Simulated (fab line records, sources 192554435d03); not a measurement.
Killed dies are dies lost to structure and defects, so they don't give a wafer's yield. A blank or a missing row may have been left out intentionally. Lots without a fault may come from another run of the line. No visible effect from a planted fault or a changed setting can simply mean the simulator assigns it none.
Matching of chambers :: flow n5-finfet :: N5_BEOL_M2_STRIP_19 on rie-diel-06 has 4 sister chambers
The step strips in O2. 4 wafers are shown with their chamber, then 10 later ones without.

== WAFERS, EACH WITH ITS CHAMBER ==
wafer: L084.5
chamber: 0
showerhead-plenum-p-Torr (Torr): 2.14

wafer: L088.2
chamber: 1
showerhead-plenum-p-Torr (Torr): 2.24

wafer: L090.2
chamber: 2
showerhead-plenum-p-Torr (Torr): 2.10

wafer: L090.3
chamber: 3
showerhead-plenum-p-Torr (Torr): 2.05

== WAFERS WITHOUT THEIR CHAMBER ==
wafer: L090.5
showerhead-plenum-p-Torr (Torr): 2.10

wafer: L091.3
showerhead-plenum-p-Torr (Torr): 2.14

wafer: L091.4
showerhead-plenum-p-Torr (Torr): 2.05

wafer: L091.6
showerhead-plenum-p-Torr (Torr): 2.24

wafer: L095.1
showerhead-plenum-p-Torr (Torr): 2.09

wafer: L095.2
showerhead-plenum-p-Torr (Torr): 2.05

wafer: L095.3
showerhead-plenum-p-Torr (Torr): 2.23

wafer: L097.1
showerhead-plenum-p-Torr (Torr): 2.13

wafer: L097.3
showerhead-plenum-p-Torr (Torr): 2.09

wafer: L097.4
showerhead-plenum-p-Torr (Torr): 2.05

== CHAMBER TAKEN BY EACH ==
wafer: L090.5
from the rows above: 2
in truth: 2

wafer: L091.3
from the rows above: 0
in truth: 0

wafer: L091.4
from the rows above: 3
in truth: 3

wafer: L091.6
from the rows above: 1
in truth: 1

wafer: L095.1
from the rows above: 2
in truth: 2

wafer: L095.2
from the rows above: 3
in truth: 3

wafer: L095.3
from the rows above: 1
in truth: 1

wafer: L097.1
from the rows above: 0
in truth: 0

wafer: L097.3
from the rows above: 2
in truth: 2

wafer: L097.4
from the rows above: 3
in truth: 3
Correct placement for 10 of the 10. From these rows, 0 cannot be placed. Placed wrongly: 0.
How it was worked out, from the rows above alone: a wafer's distance from a chamber is the root of the sum, over the readings, of the square of ((its reading less the chamber's mean) divided by the reading's scatter). The wafer belongs to the nearest chamber; if the next one is less than 2 further off, it can't be placed. For every chamber, the mean is computed from those of its wafers that are shown. The scatter (one wafer shown for each chamber): square how far every hidden wafer sits from the nearest shown wafer, average those squares and take the square root.
